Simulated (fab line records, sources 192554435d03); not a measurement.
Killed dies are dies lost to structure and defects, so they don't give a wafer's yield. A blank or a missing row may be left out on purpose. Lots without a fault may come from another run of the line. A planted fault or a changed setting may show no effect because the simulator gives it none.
Split-lot experiment | flow n5_finfet | 7 lots, 39 wafers read, on a route of 1938 steps

THE SPLIT
At N5_MOL_CONTACT_COAG_ETCHBACK_135 (etches SiO2 in CHF3, target depth 25 nm, time 16.7 s), the setting target_depth_a was moved away from the recipe's 250 angstrom on 18 of the 39 wafers read, by -44.2% to +30.0%. The other wafers ran this setting at the recipe's value.

The reading is taken at the split's own step.

THE READING
SOC_of_MOL_CONTACT_COAG_COAT_75.thk_nm (the simulator's own value, which no gauge read), in nm, at N5_MOL_CONTACT_COAG_ETCHBACK_135 (etches SiO2 in CHF3, target depth 25 nm, time 16.7 s). The file gives no usual value for it. The 21 wafers here that ran the recipe average 57.2 nm, standard deviation 0.18 nm.

wafer  | tool, chamber at the split | target_depth_a as run, angstrom | against the recipe | SOC_of_MOL_CONTACT_COAG_COAT_75.thk_nm, nm | against lot-mates on the recipe
L074.1 | rie_diel-02, 1,2,0         | 139.4                           | -44.2%             | 58.6                                       | +1.1
L074.2 | rie_diel-02, 1,2,0         | 139.4                           | -44.2%             | 58.6                                       | +1.1
L074.4 | rie_diel-02, 1,2,0         | 139.4                           | -44.2%             | 58.6                                       | +1.1
L074.3 | rie_diel-02, 3             | 250                             | recipe             | 57.4                                       | -
L074.5 | rie_diel-02, 0,3           | 250                             | recipe             | 57.6                                       | -
L074.6 | rie_diel-02, 0,3           | 250                             | recipe             | 57.6                                       | -
L080.2 | rie_diel-04, 2             | 250                             | recipe             | 57.2                                       | -
L080.3 | rie_diel-04, 0,2           | 250                             | recipe             | 57.4                                       | -
L080.6 | rie_diel-04, 0,2           | 250                             | recipe             | 57.4                                       | -
L082.1 | rie_diel-03, 1,0           | 192.1                           | -23.2%             | 58                                         | +0.8
L082.3 | rie_diel-03, 1,0           | 192.1                           | -23.2%             | 58                                         | +0.8
L082.2 | rie_diel-03, 2             | 192.1                           | -23.2%             | 58.2                                       | +1.0
L082.4 | rie_diel-03, 3,1,0         | 250                             | recipe             | 57.2                                       | -
L082.5 | rie_diel-03, 3,1,0         | 250                             | recipe             | 57.2                                       | -
L082.6 | rie_diel-03, 3,1,0         | 250                             | recipe             | 57.2                                       | -
L084.1 | rie_diel-04, 3,0           | 250                             | recipe             | 57.2                                       | -
L084.6 | rie_diel-04, 3,0           | 250                             | recipe             | 57.2                                       | -
L084.2 | rie_diel-04, 2,1,3         | 197.4                           | -21.0%             | 57.8                                       | +0.7
L084.4 | rie_diel-04, 2,1,3         | 197.4                           | -21.0%             | 57.8                                       | +0.7
L084.5 | rie_diel-04, 2,1,3         | 197.4                           | -21.0%             | 57.8                                       | +0.7
L084.3 | rie_diel-04, 0             | 250                             | recipe             | 57                                         | -
L086.1 | rie_diel-02, 0             | 250                             | recipe             | 57.4                                       | -
L086.2 | rie_diel-02, 3,1           | 250                             | recipe             | 57.2                                       | -
L086.3 | rie_diel-02, 3,1           | 250                             | recipe             | 57.2                                       | -
L086.4 | rie_diel-02, 2             | 325                             | +30.0%             | 56.2                                       | -1.1
L086.5 | rie_diel-02, 1,2           | 325                             | +30.0%             | 56.4                                       | -0.9
L086.6 | rie_diel-02, 1,2           | 325                             | +30.0%             | 56.4                                       | -0.9
L093.1 | rie_diel-03, 3,2           | 211.5                           | -15.4%             | 57.4                                       | +0.3
L093.6 | rie_diel-03, 3,2           | 211.5                           | -15.4%             | 57.4                                       | +0.3
L093.2 | rie_diel-03, 2,1           | 250                             | recipe             | 57                                         | -
L093.4 | rie_diel-03, 2,1           | 250                             | recipe             | 57                                         | -
L093.3 | rie_diel-03, 0             | 250                             | recipe             | 57.2                                       | -
L093.5 | rie_diel-03, 1             | 211.5                           | -15.4%             | 57.6                                       | +0.5
L095.1 | rie_diel-03, 0,3,2         | 250                             | recipe             | 57                                         | -
L095.4 | rie_diel-03, 0,3,2         | 250                             | recipe             | 57                                         | -
L095.5 | rie_diel-03, 0,3,2         | 250                             | recipe             | 57                                         | -
L095.2 | rie_diel-03, 1,2,1         | 300.9                           | +20.4%             | 56.6                                       | -0.4
L095.3 | rie_diel-03, 1,2,1         | 300.9                           | +20.4%             | 56.6                                       | -0.4
L095.6 | rie_diel-03, 1,2,1         | 300.9                           | +20.4%             | 56.6                                       | -0.4
Where a row lists several chambers, the file gives one row for several wafers and doesn't say which wafer went through which chamber.

THE FIT
A straight line over all 39 wafers: SOC_of_MOL_CONTACT_COAG_COAT_75.thk_nm changes by -0.0304 nm for each +1% of target_depth_a; r = -0.96; the points scatter about the line by 0.17 nm.
The same after taking each lot's own level away (the mean of its wafers on the recipe; 39 wafers): -0.0274 nm for each +1%; r = -0.97; scatter 0.12 nm.
On that fit, the largest move of target_depth_a shifts the reading by 1.2 nm.
The lots' own levels span 57.00 to 57.53 nm, that is 2.9 times the standard deviation above.
So the lot-to-lot level changes the slope: the two fits differ.
Check: with one of the wafers moved furthest among these (-44.2%) left out of the fit, the line predicts +1.25 nm for it against its lot-mates. It came out at +1.07 nm against them.

OTHER SPLITS ON THESE WAFERS
These wafers also went through other splits before the reading. Each is held against what the fit with the lots' levels taken away leaves over:
other split on the same wafers     | wafers away from the commonest value | r with SOC_of_MOL_CONTACT_COAG_COAT_75.thk_nm (lot level and that fit taken away)
N5_FIN_SAQP_HM_DEP_03 target_thk_a | 15                                   | +0.15
N5_SD_EPI_N_EPI_21 time_s          | 12                                   | +0.28

THE FILE'S OWN FIT
SOC_of_MOL_CONTACT_COAG_COAT_75.thk_nm changes by -0.0275 nm for each +1% of target_depth_a, r = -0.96.
